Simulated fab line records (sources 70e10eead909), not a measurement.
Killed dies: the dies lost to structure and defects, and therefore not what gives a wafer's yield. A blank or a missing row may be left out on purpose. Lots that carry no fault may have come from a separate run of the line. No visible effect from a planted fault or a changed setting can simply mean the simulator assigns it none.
Chamber matching / flow nand-harc / NHARC_A_BONDPAD_DEP_00 on pecvd-02 has 3 sister chambers
The step deposits SiCN, target thk 250 nm. 3 wafers are shown with their chamber, then 8 later ones without.

## WAFERS, EACH WITH ITS CHAMBER
wafer=L741.1; chamber=0; heater-power-w (W)=658
wafer=L741.5; chamber=1; heater-power-w (W)=392
wafer=L747.2; chamber=2; heater-power-w (W)=670

## WAFERS MISSING THEIR CHAMBER
wafer=L747.4; heater-power-w (W)=433
wafer=L747.5; heater-power-w (W)=724
wafer=L749.1; heater-power-w (W)=501
wafer=L749.2; heater-power-w (W)=683
wafer=L749.3; heater-power-w (W)=686
wafer=L750.3; heater-power-w (W)=674
wafer=L750.4; heater-power-w (W)=426
wafer=L750.6; heater-power-w (W)=703

## THE CHAMBER EACH PASSED THROUGH
wafer=L747.4; from the rows above=1; in truth=1
wafer=L747.5; from the rows above=can't be placed: 2 or 0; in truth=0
wafer=L749.1; from the rows above=can't be placed: 1 or 0 or 2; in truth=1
wafer=L749.2; from the rows above=can't be placed: 2 or 0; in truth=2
wafer=L749.3; from the rows above=can't be placed: 2 or 0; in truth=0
wafer=L750.3; from the rows above=can't be placed: 2 or 0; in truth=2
wafer=L750.4; from the rows above=1; in truth=1
wafer=L750.6; from the rows above=can't be placed: 2 or 0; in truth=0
Correct placement for 2 of the 8. Cannot be placed on the basis of these rows: 6; the candidates contain the true chamber in 6. 0 placed wrongly.
How it was worked out, from the rows above alone: a wafer's distance from a chamber is the root of the sum, over the readings, of the square of ((its reading less the chamber's mean) divided by the reading's scatter). If the next closest chamber is less than 2 further off than the closest, the wafer can't be placed; otherwise it belongs to the closest. For every chamber, the mean is computed from those of its wafers that are shown. The scatter: with one shown wafer a chamber, the root of the mean of the squares of how far each hidden wafer lies from its nearest shown one.
